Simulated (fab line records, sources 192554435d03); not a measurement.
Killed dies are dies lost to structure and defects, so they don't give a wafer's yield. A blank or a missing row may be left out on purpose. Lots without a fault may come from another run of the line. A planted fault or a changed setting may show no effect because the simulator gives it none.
fab line records | flow n5_finfet
record lots=24 wafers=72 last_day=17
route steps=1938 shown BEOL_M0_SAQP@651 BEOL_M0@716
lots that met no fault: from a run of the same line without faults
start_h: hours from the record's first day to the start of the lot's first wafer shown | wait_h: hours since the lot's step before | " the same as in the row above | L1.1+2: a row that stands for several wafers | - no value, or no start given | * or withheld: withheld | < > ~ a bound
route shown NAME@n: a module of which the file shows steps, and the number in the route of the first | usual: mean/standard deviation of fault-free wafers | same: alike in all rows | chamber/n: place in a boat | sites: the reading at each site | _std_site: their standard deviation | _edge_site: outer sites' mean less inner sites' | radius_mm: how far each site lies from the wafer's centre | mask NAME#n: copy n | behind: the tool/chamber that last shaped the wafer | hold: why the lot was held/for how many hours/how that ended | device: the transistor (n, p or np) that didn't switch | end of line: the same wafers' tests at the end of the route | a step without rows: its recipe alone | killed: dies lost to structure and defects at the first sort, not the wafer's yield | map: a wafer's dies, x killed, . not, _ none there
set.NAME: the setting as run; set.NAME@STEP: as run at that earlier step | model.NAME: the simulator's own value behind a step, which no gauge read
steps of the route over a sample of lots; a table a step, a row a wafer
services: from which hour (start_h, from the record's first day; less than 0 if before it) a tool's chamber was out of use, for how many hours, and why
## steps
# step N5_BEOL_M0_SAQP_INSPECT_16
# recipe mode=adi inspect_instrument=brightfield
# usual raw_defect_count=492/140
# columns lot.wafer tool chamber start_h wait_h raw_defect_count
L074.1 defect_inspect-02 - 109.80 0.0 441
L074.3 " - " " 321
L074.6 " - " " 410
L075.1 defect_inspect-01 - 118.89 0.0 582
L075.3 " - " " 563
L075.6 " - " " 428
L076.1 defect_inspect-02 - 120.08 0.0 346
L076.4 " - " " 433
L076.6 " - " " 490
L077.2 defect_inspect-02 - 142.93 0.0 601
L077.3 " - " " 455
L077.5 " - " " 787
L078.1 defect_inspect-02 - 143.09 0.0 364
L078.2 " - " " 476
L078.5 " - " " 452
L079.2 defect_inspect-02 - 143.37 0.0 362
L079.4 " - " " 302
L079.6 " - " " 581
L080.1 defect_inspect-02 - 146.28 0.0 440
L080.4 " - " " 462
L080.5 " - " " 329
L081.3 defect_inspect-01 - 152.80 0.0 747
L081.5 " - " " 688
L081.6 " - " " 1141
L082.1 defect_inspect-02 - 155.12 0.0 539
L082.2 " - " " 430
L082.5 " - " " 480
L083.2 defect_inspect-02 - 162.30 0.0 673
L083.3 " - " " 480
L083.4 " - " " 429
L084.1 defect_inspect-01 - 167.88 0.0 403
L084.2 " - " " 378
L084.3 " - " " 515
L085.1 defect_inspect-01 - 175.54 0.0 916
L085.2 " - " " 643
L085.3 " - " " 722
L086.1 defect_inspect-02 - 180.23 0.0 517
L086.2 " - " " 563
L086.4 " - " " 622
L087.1 defect_inspect-02 - 189.54 0.0 383
L087.5 " - " " 456
L087.6 " - " " 530
L088.2 defect_inspect-01 - 192.81 0.0 570
L088.3 " - " " 562
L088.5 " - " " 513
L089.2 defect_inspect-02 - 199.00 0.0 410
L089.5 " - " " 287
L089.6 " - " " 421
L090.1 defect_inspect-01 - 203.88 0.0 436
L090.3 " - " " 422
L090.4 " - " " 457
L091.1 defect_inspect-02 - 207.00 0.0 389
L091.2 " - " " 288
L091.6 " - " " 311
L092.1 defect_inspect-02 - 217.49 0.0 848
L092.2 " - " " 516
L092.4 " - " " 486
L093.2 defect_inspect-02 - 221.64 0.0 546
L093.5 " - " " 347
L093.6 " - " " 339
L094.3 defect_inspect-01 - 232.10 0.0 285
L094.4 " - " " 355
L094.5 " - " " 458
L095.1 defect_inspect-01 - 233.58 0.0 551
L095.2 " - " " 561
L095.6 " - " " 454
L096.1 defect_inspect-01 - 239.79 0.0 441
L096.2 " - " " 395
L096.5 " - " " 471
L097.1 defect_inspect-01 - 244.55 0.0 449
L097.2 " - " " 674
L097.5 " - " " 478
# step N5_BEOL_M0_SAQP_RECESS_114
# recipe chemistry=HF/NH3 target=SiO2 target_depth_a=144 afs_cycles=3 temp_c=30 sublimation_temp_c=180 sublimation_time_s=60
# usual drypump_motor_current_A=5.5/0.38
# columns lot.wafer tool chamber start_h wait_h drypump_motor_current_A
L074.1 vapor_etch-02 1 110.34 0.0 5.3
L074.3 " 1 " " 5.3
L074.6 " 0 " " 5.1
L075.1 vapor_etch-01 0 119.65 0.2 5.9
L075.3 " 0 " " 5.9
L075.6 " 0 " " 5.9
L076.1 vapor_etch-01 0 120.62 0.0 5.8
L076.4 " 1 " " 6.2
L076.6 " 1 " " 6.2
L077.2 vapor_etch-02 0 143.48 0.0 5.2
L077.3 " 1 " " 5.3
L077.5 " 0 " " 5.1
L078.1 vapor_etch-02 0 144.20 0.6 5.2
L078.2 " 1 " " 5.4
L078.5 " 0 " " 5.1
L079.2 vapor_etch-02 0 144.56 0.7 5.2
L079.4 " 1 " " 5.3
L079.6 " 0 " " 5.2
L080.1 vapor_etch-02 1 147.38 0.5 5.4
L080.4 " 1 " " 5.4
L080.5 " 0 " " 5.2
L081.3 vapor_etch-02 1 153.47 0.1 5.3
L081.5 " 1 " " 5.4
L081.6 " 0 " " 5.2
L082.1 vapor_etch-01 0 155.66 0.0 5.9
L082.2 " 1 " " 6.2
L082.5 " 1 " " 6.2
L083.2 vapor_etch-02 1 163.14 0.0 5.3
L083.3 " 0 " " 5.2
L083.4 " 1 " " 5.3
L084.1 vapor_etch-02 1 168.42 0.0 5.3
L084.2 " 0 " " 5.2
L084.3 " 0 " " 5.2
L085.1 vapor_etch-01 1 176.09 0.0 6.2
L085.2 " 0 " " 5.8
L085.3 " 1 " " 6.3
L086.1 vapor_etch-02 1 180.82 0.0 5.3
L086.2 " 0 " " 5.1
L086.4 " 1 " " 5.3
L087.1 vapor_etch-02 0 190.30 0.0 5.1
L087.5 " 1 " " 5.3
L087.6 " 0 " " 5.1
L088.2 vapor_etch-02 1 193.58 0.0 5.3
L088.3 " 0 " " 5.2
L088.5 " 1 " " 5.3
L089.2 vapor_etch-02 1 199.53 0.0 5.3
L089.5 " 1 " " 5.3
L089.6 " 0 " " 5.2
L090.1 vapor_etch-02 1 204.44 0.0 5.3
L090.3 " 0 " " 5.2
L090.4 " 1 " " 5.3
L091.1 vapor_etch-02 0 207.57 0.0 5.1
L091.2 " 1 " " 5.4
L091.6 " 1 " " 5.4
L092.1 vapor_etch-02 1 218.03 0.0 5.3
L092.2 " 0 " " 5.2
L092.4 " 0 " " 5.2
L093.2 vapor_etch-01 1 222.63 0.0 6.2
L093.5 " 1 " " 6.2
L093.6 " 0 " " 5.8
L094.3 vapor_etch-02 1 232.76 0.1 5.3
L094.4 " 0 " " 5.2
L094.5 " 1 " " 5.3
L095.1 vapor_etch-02 1 234.68 0.3 5.4
L095.2 " 0 " " 5.2
L095.6 " 0 " " 5.2
L096.1 vapor_etch-01 0 240.33 0.0 5.8
L096.2 " 1 " " 6.3
L096.5 " 1 " " 6.2
L097.1 vapor_etch-01 0 245.09 0.0 5.8
L097.2 " 1 " " 6.2
L097.5 " 1 " " 6.2
# step N5_BEOL_M0_SAQP_ETCH_107
# recipe chemistry=CH3F/O2 target=SiNx target_depth_a=300 mask_material=SOC pressure_mtorr=30 source_w=395 bias_w=73 Ar_flow_sccm=150 CH3F_flow_sccm=30 O2_flow_sccm=20 ion_energy_ev=120
# usual bias_w=73.02/0.25 drypump_motor_current_A=5.4/0.53 oes_product_au=0.80/0.11 rf_vpp_V=295/4.7 showerhead_plenum_p_Torr=2.02/0.074 throttle_valve_pct=16.30/0.23
# columns lot.wafer tool chamber start_h wait_h bias_w drypump_motor_current_A oes_product_au rf_hours_counter_h rf_vpp_V showerhead_plenum_p_Torr throttle_valve_pct
L074.1 rie_diel-02 1 112.41 0.0 73.06 5.6 0.76 136 295 2.10 16.50
L074.3 " 2 " " 73.12 5.1 0.73 183 303 2.00 16.27
L074.6 " 1 " " 72.91 5.6 0.77 - 294 2.10 16.49
L075.1 rie_diel-04 2 121.55 0.0 73.48 4.7 0.97 2 299 2.15 16.15
L075.3 " 3 " " 72.93 5.9 0.71 194 297 1.89 16.62
L075.6 " 1 " " 73.02 5.1 0.70 - 296 2.05 16.36
L076.1 rie_diel-01 2 122.80 0.0 73.06 5.4 0.73 159 292 2.00 16.50
L076.4 " 0 " " 72.93 5.3 0.87 58 298 2.12 16.26
L076.6 " 1 " " 73.10 6.0 0.69 - 301 1.97 16.35
L077.2 rie_diel-04 1 146.45 0.0 72.93 5.1 0.69 238 295 2.05 16.37
L077.3 " 0 " " 72.90 5.4 0.98 4 296 1.96 16.06
L077.5 " 1 " " 73.18 5.1 0.69 - 296 2.05 16.36
L078.1 rie_diel-02 3 147.17 0.0 73.04 4.9 0.90 30 293 1.96 16.34
L078.2 " 2 " " 73.54 5.1 0.72 194 304 2.00 16.31
L078.5 " 1 " " 73.17 5.6 0.76 - 294 2.09 16.51
L079.2 rie_diel-02 2 147.53 0.0 72.93 5.1 0.71 194 304 2.00 16.31
L079.4 " 3 " " 72.72 4.9 0.88 30 294 1.96 16.32
L079.6 " 0 " " 72.94 6.5 0.69 - 286 2.05 16.26
L080.1 rie_diel-02 2 149.31 0.0 73.15 5.1 0.71 195 305 2.00 16.28
L080.4 " 1 " " 72.98 5.6 0.75 148 295 2.09 16.53
L080.5 " 0 " " 72.65 6.5 0.68 - 287 2.05 16.26
L081.3 rie_diel-04 3 156.78 0.0 73.36 5.9 0.70 206 297 1.88 16.65
L081.5 " 0 " " 73.05 5.4 0.96 - 298 1.96 16.07
L081.6 " 1 " " 72.90 5.1 0.69 - 296 2.05 16.38
L082.1 rie_diel-04 0 157.59 0.0 73.19 5.4 0.96 8 298 1.96 16.06
L082.2 " 1 " " 72.98 5.1 0.68 242 295 2.05 16.36
L082.5 " 2 " " 73.17 4.7 0.93 - 295 2.14 16.19
L083.2 rie_diel-02 1 165.13 0.0 72.88 5.6 0.75 154 293 2.09 16.54
L083.3 " 0 " " 72.73 6.5 0.69 245 286 2.05 16.27
L083.4 " 3 " " 72.98 5.0 0.88 37 294 1.96 16.34
L084.1 rie_diel-02 3 170.25 0.0 72.79 5.0 0.87 38 294 1.96 16.33
L084.2 " 2 " " 72.92 5.1 0.71 203 303 1.99 16.30
L084.3 " 0 " " 73.28 6.5 0.68 246 287 2.05 16.28
L085.1 rie_diel-02 3 178.26 0.0 72.84 5.0 0.86 40 293 1.96 16.33
L085.2 " 1 " " 73.07 5.6 0.75 158 293 2.09 16.55
L085.3 " 0 " " 73.40 6.5 0.68 248 284 2.05 16.31
L086.1 rie_diel-02 3 183.95 0.0 73.06 5.0 0.86 42 293 1.96 16.35
L086.2 " 1 " " 72.83 5.6 0.74 159 294 2.09 16.54
L086.4 " 2 " " 73.24 5.1 0.70 207 301 1.99 16.31
L087.1 rie_diel-02 1 193.04 0.0 73.24 5.6 0.75 163 295 2.09 16.56
L087.5 " 2 " " 73.19 5.1 0.70 - 304 1.99 16.32
L087.6 " 3 " " 73.09 5.0 0.86 - 294 1.95 16.34
L088.2 rie_diel-04 2 196.00 0.0 72.87 4.7 0.90 29 296 2.14 16.21
L088.3 " 3 " " 73.22 5.9 0.69 220 296 1.88 16.68
L088.5 " 2 " " 72.61 4.7 0.90 - 299 2.14 16.21
L089.2 rie_diel-04 3 201.36 0.0 73.06 5.9 0.69 221 295 1.88 16.67
L089.5 " 2 " " 73.63 4.7 0.89 - 298 2.14 16.21
L089.6 " 1 " " 73.14 5.1 1.01 - 296 2.04 15.92
L090.1 rie_diel-02 3 206.27 0.0 73.53 5.0 0.85 50 292 1.95 16.36
L090.3 " 2 " " 72.99 5.1 0.70 215 303 1.99 16.32
L090.4 " 1 " " 73.07 5.6 0.74 168 294 2.08 16.55
L091.1 rie_diel-02 0 210.73 0.0 73.38 6.5 0.96 3 287 2.05 15.78
L091.2 " 3 " " 72.91 4.9 0.85 52 294 1.95 16.37
L091.6 " 0 " " 73.29 6.4 0.97 - 286 2.05 15.77
L092.1 rie_diel-01 2 219.85 0.0 73.60 5.4 0.71 190 291 1.99 16.57
L092.2 " 1 " " 72.78 6.0 0.97 12 302 1.96 15.85
L092.4 " 3 " " 72.91 5.7 0.69 205 289 2.06 16.40
L093.2 rie_diel-02 0 226.00 0.0 72.72 6.5 0.93 8 288 2.05 15.79
L093.5 " 0 " " 72.50 6.5 0.94 - 287 2.05 15.78
L093.6 " 3 " " 73.00 4.9 0.84 - 293 1.95 16.37
L094.3 rie_diel-04 1 234.47 0.0 72.82 5.1 0.97 11 295 2.04 15.93
L094.4 " 2 " " 73.13 4.7 0.88 41 296 2.13 16.22
L094.5 " 0 " " 73.16 5.4 0.90 - 297 1.95 16.09
L095.1 rie_diel-04 2 236.91 0.0 73.32 4.7 0.87 42 297 2.13 16.24
L095.2 " 0 " " 72.89 5.4 0.90 34 299 1.95 16.12
L095.6 " 1 " " 72.99 5.1 0.96 - 297 2.04 15.94
L096.1 rie_diel-04 2 242.38 0.0 73.12 4.7 0.88 43 297 2.13 16.25
L096.2 " 0 " " 72.99 5.3 0.90 35 297 1.95 16.11
L096.5 " 2 " " 72.72 4.7 0.88 - 296 2.13 16.23
L097.1 rie_diel-04 3 247.23 0.0 72.80 6.0 0.68 236 296 1.87 16.70
L097.2 " 1 " " 73.47 5.1 0.95 15 296 2.04 15.93
L097.5 " 0 " " 72.49 5.4 0.89 - 296 1.95 16.11
# step N5_BEOL_M0_SAQP_CD_MEAS_40
# recipe target_cd_nm=30 landing_energy_ev=500 detector=se_inlens
# usual cd_nm=30.01/0.25
# columns lot.wafer tool chamber start_h wait_h cd_nm
L074.1 cd_sem-02 0 113.92 - 30.19
L074.3 " 0 " " 30.84
L074.6 " 0 " " 30.19
L075.1 cd_sem-02 0 123.04 - 29.98
L075.3 " 0 " " 29.76
L075.6 " 0 " " 30.24
L076.1 cd_sem-01 0 124.10 - 30.40
L076.4 " 0 " " 30.29
L076.6 " 0 " " 30.06
L077.2 cd_sem-03 0 148.83 - 30.22
L077.3 " 0 " " 30.17
L077.5 " 0 " " 29.99
L078.1 cd_sem-03 0 149.27 - 29.70
L078.2 " 0 " " 29.96
L078.5 " 0 " " 30.18
L079.2 cd_sem-02 0 149.80 - 29.75
L079.4 " 0 " " 29.73
L079.6 " 0 " " 30.02
L080.1 cd_sem-01 0 152.07 - 30.40
L080.4 " 0 " " 30.07
L080.5 " 0 " " 29.72
L081.3 cd_sem-03 0 158.30 - 29.81
L081.5 " 0 " " 29.87
L081.6 " 0 " " 29.95
L082.1 cd_sem-03 0 159.01 - 30.03
L082.2 " 0 " " 30.02
L082.5 " 0 " " 30.25
L083.2 cd_sem-02 0 166.84 - 30.05
L083.3 " 0 " " 29.93
L083.4 " 0 " " 30.20
L084.1 cd_sem-02 0 171.67 - 29.83
L084.2 " 0 " " 30.38
L084.3 " 0 " " 29.55
L085.1 cd_sem-02 0 181.13 - 29.79
L085.2 " 0 " " 29.59
L085.3 " 0 " " 30.05
L086.1 cd_sem-03 0 185.25 - 30.11
L086.2 " 0 " " 29.81
L086.4 " 0 " " 29.81
L087.1 cd_sem-02 0 195.12 - 30.14
L087.5 " 0 " " 30.18
L087.6 " 0 " " 30.05
L088.2 cd_sem-03 0 197.43 - 29.69
L088.3 " 0 " " 29.66
L088.5 " 0 " " 29.65
L089.2 cd_sem-03 0 202.78 - 29.98
L089.5 " 0 " " 30.26
L089.6 " 0 " " 29.87
L090.1 cd_sem-03 0 208.09 - 29.97
L090.3 " 0 " " 29.92
L090.4 " 0 " " 29.76
L091.1 cd_sem-01 0 212.15 - 30.19
L091.2 " 0 " " 29.87
L091.6 " 0 " " 30.35
L092.1 cd_sem-02 0 221.42 - 29.78
L092.2 " 0 " " 29.76
L092.4 " 0 " " 29.92
L093.2 cd_sem-01 0 227.55 - 30.58
L093.5 " 0 " " 29.97
L093.6 " 0 " " 29.83
L094.3 cd_sem-02 0 236.38 - 29.60
L094.4 " 0 " " 29.71
L094.5 " 0 " " 29.75
L095.1 cd_sem-02 0 238.39 - 29.94
L095.2 " 0 " " 29.91
L095.6 " 0 " " 29.82
L096.1 cd_sem-03 0 244.22 - 30.21
L096.2 " 0 " " 30.34
L096.5 " 0 " " 29.92
L097.1 cd_sem-03 0 248.53 - 29.95
L097.2 " 0 " " 29.99
L097.5 " 0 " " 30.34
# step N5_BEOL_M0_SAQP_ETCH_88
# recipe chemistry=N2/H2 target=underlayer target_depth_a=65 time_s=5.2 ion_energy_ev=200 mask_material=CAR-EUV pressure_mtorr=30 source_w=840 bias_w=150 n2_flow_sccm=200 h2_flow_sccm=200 ends=cleared
# usual bias_w=149.8/0.47 drypump_motor_current_A=5.5/0.45 etch_rf_on_time_s=5.15/0.15 oes_product_au=0.68/0.089 rf_vpp_V=524.4/2.5 showerhead_plenum_p_Torr=2.57/0.085 throttle_valve_pct=17.80/0.24
# columns lot.wafer tool chamber start_h wait_h bias_w drypump_motor_current_A etch_rf_on_time_s oes_product_au rf_hours_counter_h rf_vpp_V showerhead_plenum_p_Torr throttle_valve_pct
L074.1 rie_diel-04 0 114.08 0.0 150.4 5.4 5.23 0.59 259 520.9 2.50 18.03
L074.3 " 1 " " 150.0 5.1 5.26 0.59 227 522.6 2.62 17.91
L074.6 " 3 " " 149.5 5.9 5.19 0.61 - 520.3 2.41 18.10
L075.1 rie_diel-01 1 123.19 0.0 149.0 6.0 5.11 0.61 240 523.7 2.48 17.64
L075.3 " 0 " " 149.0 5.3 4.96 0.74 58 529.7 2.69 17.77
L075.6 " 0 " " 149.1 5.4 4.91 0.74 - 528.2 2.69 17.75
L076.1 rie_diel-02 2 124.98 0.0 149.5 5.1 5.37 0.61 187 523.7 2.54 17.80
L076.4 " 1 " " 150.5 5.6 5.06 0.64 139 528.0 2.63 17.77
L076.6 " 3 " " 149.9 5.0 5.03 0.78 - 523.7 2.49 17.92
L077.2 rie_diel-02 3 148.98 0.0 149.5 4.9 5.26 0.75 31 522.9 2.49 17.93
L077.3 " 0 " " 150.4 6.5 5.16 0.60 239 528.0 2.62 17.85
L077.5 " 2 " " 149.2 5.1 5.51 0.60 - 523.2 2.54 17.83
L078.1 rie_diel-01 3 149.43 0.0 149.6 5.7 5.09 0.61 182 523.8 2.62 17.69
L078.2 " 0 " " 149.9 5.3 5.01 0.72 66 525.8 2.69 17.80
L078.5 " 0 " " 149.9 5.3 4.98 0.73 - 527.3 2.69 17.81
L079.2 rie_diel-01 3 149.98 0.0 150.5 5.7 5.14 0.61 182 527.6 2.62 17.68
L079.4 " 0 " " 149.9 5.3 4.92 0.75 67 527.4 2.69 17.78
L079.6 " 2 " " 150.3 5.4 5.35 0.62 - 525.3 2.56 18.14
L080.1 rie_diel-01 0 152.23 0.0 149.0 5.3 4.98 0.73 67 526.5 2.69 17.80
L080.4 " 2 " " 149.4 5.5 5.32 0.61 - 524.1 2.56 18.12
L080.5 " 3 " " 150.0 5.8 5.11 0.61 - 526.3 2.62 17.65
L081.3 rie_diel-02 3 158.46 0.0 149.3 5.0 5.14 0.75 34 520.3 2.49 17.92
L081.5 " 2 " " 149.7 5.1 5.44 0.60 - 523.5 2.54 17.82
L081.6 " 3 " " 149.4 5.0 5.13 0.75 - 523.7 2.49 17.93
L082.1 rie_diel-01 3 159.17 0.0 149.5 5.7 5.10 0.60 186 526.4 2.62 17.70
L082.2 " 2 " " 149.4 5.4 5.27 0.62 171 523.6 2.55 18.14
L082.5 " 0 " " 150.9 5.3 4.93 0.74 - 529.3 2.69 17.79
L083.2 rie_diel-04 3 167.00 0.0 149.6 6.0 5.28 0.60 210 519.3 2.40 18.10
L083.3 " 0 " " 149.9 5.4 5.20 0.81 11 521.7 2.49 17.55
L083.4 " 2 " " 150.2 4.7 5.01 0.79 19 527.0 2.72 17.71
L084.1 rie_diel-01 2 171.83 0.0 150.5 5.4 5.25 0.61 176 524.3 2.55 18.15
L084.2 " 0 " " 149.9 5.3 4.95 0.72 75 527.3 2.68 17.81
L084.3 " 3 " " 150.4 5.7 5.07 0.61 191 525.9 2.62 17.70
L085.1 rie_diel-01 1 181.28 0.0 149.4 6.0 4.80 0.88 3 522.3 2.48 17.15
L085.2 " 2 " " 149.6 5.4 5.24 0.61 179 524.3 2.55 18.15
L085.3 " 3 " " 150.1 5.7 5.08 0.61 194 523.9 2.62 17.69
L086.1 rie_diel-04 2 185.41 0.0 149.7 4.7 5.00 0.78 24 526.7 2.72 17.73
L086.2 " 3 " " 149.7 5.9 5.36 0.59 215 522.2 2.40 18.12
L086.4 " 3 " " 149.4 5.9 5.34 0.60 - 522.1 2.40 18.14
L087.1 rie_diel-01 0 195.28 0.0 150.0 5.3 5.07 0.71 83 528.5 2.68 17.81
L087.5 " 1 " " 150.6 6.0 4.89 0.86 - 525.2 2.48 17.14
L087.6 " 0 " " 150.5 5.4 5.06 0.70 - 529.6 2.68 17.80
L088.2 rie_diel-02 2 197.67 0.0 149.6 5.1 5.49 0.59 212 524.3 2.53 17.85
L088.3 " 3 " " 150.3 5.0 5.12 0.74 48 520.1 2.48 17.96
L088.5 " 2 " " 149.1 5.1 5.44 0.60 - 522.6 2.53 17.84
L089.2 rie_diel-02 1 202.96 0.0 150.0 5.6 5.13 0.63 166 524.4 2.62 17.81
L089.5 " 3 " " 150.2 5.0 5.15 0.74 - 521.6 2.48 17.96
L089.6 " 0 " " 149.2 6.6 5.11 0.85 - 526.0 2.61 17.36
L090.1 rie_diel-02 0 208.25 0.0 150.4 6.5 5.14 0.82 2 525.4 2.61 17.36
L090.3 " 2 " " 149.6 5.2 5.46 0.58 215 524.3 2.53 17.86
L090.4 " 1 " " 149.7 5.6 5.10 0.63 168 526.2 2.62 17.80
L091.1 rie_diel-02 2 212.31 0.0 150.6 5.1 5.50 0.59 216 523.3 2.53 17.82
L091.2 " 3 " " 150.1 4.9 5.15 0.73 52 522.4 2.48 17.95
L091.6 " 1 " " 150.1 5.6 5.16 0.63 - 525.9 2.62 17.80
L092.1 rie_diel-04 1 221.73 0.0 150.1 5.1 4.98 0.84 7 523.6 2.61 17.53
L092.2 " 2 " " 150.4 4.7 5.01 0.76 36 527.6 2.71 17.74
L092.4 " 3 " " 149.5 5.9 5.16 0.59 227 521.4 2.40 18.16
L093.2 rie_diel-01 2 227.71 0.0 149.4 5.4 5.22 0.61 193 521.6 2.55 18.17
L093.5 " 0 " " 150.1 5.4 5.02 0.69 - 527.5 2.68 17.83
L093.6 " 3 " " 149.3 5.7 5.09 0.60 - 525.8 2.61 17.73
L094.3 rie_diel-04 2 236.53 0.0 150.1 4.7 5.07 0.75 41 526.5 2.71 17.75
L094.4 " 1 " " 150.1 5.1 5.04 0.81 12 524.4 2.61 17.52
L094.5 " 3 " " 150.4 5.9 5.32 0.58 - 519.2 2.40 18.14
L095.1 rie_diel-01 1 238.55 0.0 150.3 6.0 4.85 0.83 18 524.5 2.47 17.17
L095.2 " 2 " " 150.4 5.4 5.30 0.60 196 522.2 2.54 18.19
L095.6 " 0 " " 149.7 5.4 5.04 0.69 - 526.3 2.68 17.86
L096.1 rie_diel-02 2 244.38 0.0 149.5 5.1 5.45 0.58 228 522.2 2.53 17.87
L096.2 " 1 " " 148.8 5.6 5.13 0.62 181 525.7 2.61 17.83
L096.5 " 3 " " 149.7 4.9 5.18 0.72 - 520.8 2.48 18.00
L097.1 rie_diel-02 1 248.69 0.0 149.4 5.6 5.05 0.63 183 523.6 2.61 17.85
L097.2 " 3 " " 149.7 5.0 5.21 0.71 64 524.3 2.48 17.97
L097.5 " 2 " " 150.1 5.1 5.44 0.58 - 523.1 2.53 17.87
# step N5_BEOL_M0_HM_OPEN_105
# recipe chemistry=Cl2/BCl3 target_depth_a=120 target=TiN ion_energy_ev=150 pressure_mtorr=10 icp_w=1000 bias_w=126 Cl2_flow_sccm=53.25 bcl3_flow_sccm=21.75 Ar_flow_sccm=25
# usual bias_w=126.0/0.33 drypump_motor_current_A=5.6/0.4 oes_product_au=0.84/0.12 throttle_valve_pct=21.88/0.16
# columns lot.wafer tool chamber start_h wait_h bias_w drypump_motor_current_A oes_product_au rf_hours_counter_h throttle_valve_pct
L074.1 rie_metal-01 0 117.34 1.1 125.8 5.2 0.91 8 21.72
L074.3 " 0 " " 125.9 5.1 0.90 - 21.71
L074.6 " 0 " " 125.7 5.1 0.91 - 21.72
L075.1 rie_metal-03 1 125.09 0.1 125.9 5.7 0.95 3 21.73
L075.3 " 0 " " 125.8 5.6 0.85 - 21.78
L075.6 " 1 " " 126.1 5.7 0.94 - 21.73
L076.1 rie_metal-02 0 127.32 0.9 126.1 6.2 0.66 108 21.98
L076.4 " 0 " " 126.2 6.3 0.65 - 21.98
L076.6 " 0 " " 126.5 6.2 0.66 - 21.98
L077.2 rie_metal-01 0 150.90 0.2 125.7 5.1 0.88 12 21.72
L077.3 " 0 " " 125.8 5.1 0.88 - 21.73
L077.5 " 1 " " 126.0 5.5 0.94 - 21.74
L079.2 rie_metal-02 1 152.53 0.4 125.7 5.3 1.02 1 22.16
L079.4 " 0 " " 126.1 6.2 0.65 - 21.99
L079.6 " 1 " " 125.8 5.3 1.02 - 22.15
L078.1 rie_metal-01 0 152.58 1.2 126.2 5.2 0.89 12 21.72
L078.2 " 1 " " 124.9 5.5 0.95 2 21.75
L078.5 " 0 " " 126.1 5.1 0.89 - 21.73
L080.1 rie_metal-02 1 153.83 0.1 125.6 5.3 1.02 1 22.15
L080.4 " 1 " " 126.2 5.3 1.03 - 22.13
L080.5 " 1 " " 125.9 5.3 1.02 - 22.15
L081.3 rie_metal-03 1 160.55 0.5 125.6 5.7 0.91 - 21.75
L081.5 " 1 " " 126.0 5.7 0.91 - 21.76
L081.6 " 0 " " 125.6 5.7 0.83 - 21.79
L082.1 rie_metal-02 1 161.11 0.1 126.2 5.3 1.00 2 22.15
L082.2 " 0 " " 126.2 6.2 0.65 112 21.97
L082.5 " 1 " " 126.0 5.3 1.01 - 22.16
L083.2 rie_metal-01 1 169.29 0.6 126.8 5.5 0.93 4 21.74
L083.3 " 0 " " 125.6 5.1 0.87 - 21.75
L083.4 " 1 " " 126.7 5.5 0.92 - 21.75
L084.1 rie_metal-02 1 173.82 0.4 125.7 5.3 0.99 3 22.16
L084.2 " 0 " " 125.6 6.2 0.65 113 21.97
L084.3 " 1 " " 125.0 5.3 0.99 - 22.15
L085.1 rie_metal-02 1 185.01 0.7 126.2 5.3 0.97 4 22.17
L085.2 " 0 " " 126.4 6.3 0.64 114 21.99
L085.3 " 0 " " 125.7 6.3 0.65 - 21.97
L086.1 rie_metal-03 1 187.52 0.5 126.5 5.8 0.89 9 21.77
L086.2 " 0 " " 125.9 5.6 0.82 33 21.81
L086.4 " 0 " " 125.6 5.6 0.82 - 21.81
L087.1 rie_metal-01 0 196.94 0.1 125.7 5.2 0.86 18 21.75
L087.5 " 1 " " 126.5 5.5 0.90 - 21.76
L087.6 " 0 " " 125.6 5.2 0.86 - 21.74
L088.2 rie_metal-02 1 202.34 3.0 126.0 5.3 0.97 5 22.17
L088.3 " 1 " " 125.6 5.3 0.97 - 22.15
L088.5 " 0 " " 125.8 6.3 0.64 - 21.98
L089.2 rie_metal-03 0 204.69 0.1 125.9 5.6 0.82 34 21.79
L089.5 " 0 " " 125.9 5.6 0.82 - 21.78
L089.6 " 1 " " 125.3 5.7 0.89 - 21.78
L090.1 rie_metal-02 0 210.22 0.2 126.3 6.2 0.65 116 21.97
L090.3 " 0 " " 126.5 6.2 0.64 - 21.98
L090.4 " 0 " " 125.7 6.2 0.65 - 21.97
L091.1 rie_metal-03 1 215.26 1.3 126.0 5.7 0.89 11 21.77
L091.2 " 0 " " 125.9 5.7 0.81 35 21.81
L091.6 " 0 " " 126.1 5.7 0.81 - 21.81
L092.1 rie_metal-03 1 224.49 0.8 126.5 5.7 0.89 12 21.76
L092.2 " 0 " " 125.9 5.7 0.81 36 21.81
L092.4 " 0 " " 126.4 5.6 0.81 - 21.80
L093.2 rie_metal-03 1 231.41 1.7 126.0 5.7 0.88 12 21.77
L093.5 " 1 " " 126.0 5.7 0.88 - 21.77
L093.6 " 0 " " 126.1 5.7 0.81 - 21.81
L094.3 rie_metal-02 0 238.58 0.1 126.6 6.2 0.64 - 22.00
L094.4 " 1 " " 125.8 5.3 0.95 - 22.17
L094.5 " 0 " " 126.0 6.2 0.65 - 21.98
L095.1 rie_metal-01 0 240.58 0.4 126.0 5.1 0.85 22 21.73
L095.2 " 1 " " 126.2 5.5 0.89 11 21.77
L095.6 " 0 " " 125.6 5.2 0.84 - 21.74
L096.1 rie_metal-02 0 245.99 0.1 125.7 6.3 0.63 121 21.98
L096.2 " 1 " " 126.3 5.3 0.94 9 22.17
L096.5 " 1 " " 126.3 5.3 0.93 - 22.19
L097.1 rie_metal-01 1 250.49 0.1 126.5 5.5 0.88 12 21.77
L097.2 " 0 " " 125.3 5.1 0.84 23 21.75
L097.5 " 1 " " 126.5 5.5 0.87 - 21.76
## services
# columns tool chamber start_h hours kind
rie_diel-02 2 87.37 1.3 repair
rie_diel-02 1 89.59 5.3 repair
rie_diel-01 1 91.99 3.6 repair
rie_diel-02 2 94.72 4.8 repair
rie_metal-01 - 99.38 1.0 repair
rie_metal-02 - 111.94 2.8 pm
rie_diel-04 0 116.36 - clean
rie_diel-04 0 116.36 - consumable_replace:focus_ring
rie_diel-04 0 116.36 15.9 scheduled_down
rie_diel-04 0 116.36 15.9 vent_cycle
rie_metal-02 1 136.39 1.8 repair
vapor_etch-01 1 137.75 11.0 repair
rie_metal-03 1 145.12 1.7 repair
rie_metal-01 - 148.56 1.0 repair
rie_diel-04 1 178.16 - clean
rie_diel-02 0 185.57 - clean
rie_diel-02 0 185.57 - consumable_replace:focus_ring
rie_diel-02 0 185.57 15.5 scheduled_down
rie_diel-02 0 185.57 15.5 vent_cycle
rie_diel-01 1 187.31 5.4 repair
rie_metal-02 1 206.40 14.0 repair
rie_metal-02 0 219.95 4.2 repair
rie_diel-02 0 227.10 2.8 repair
rie_metal-03 - 234.61 0.4 repair
## key
fault none
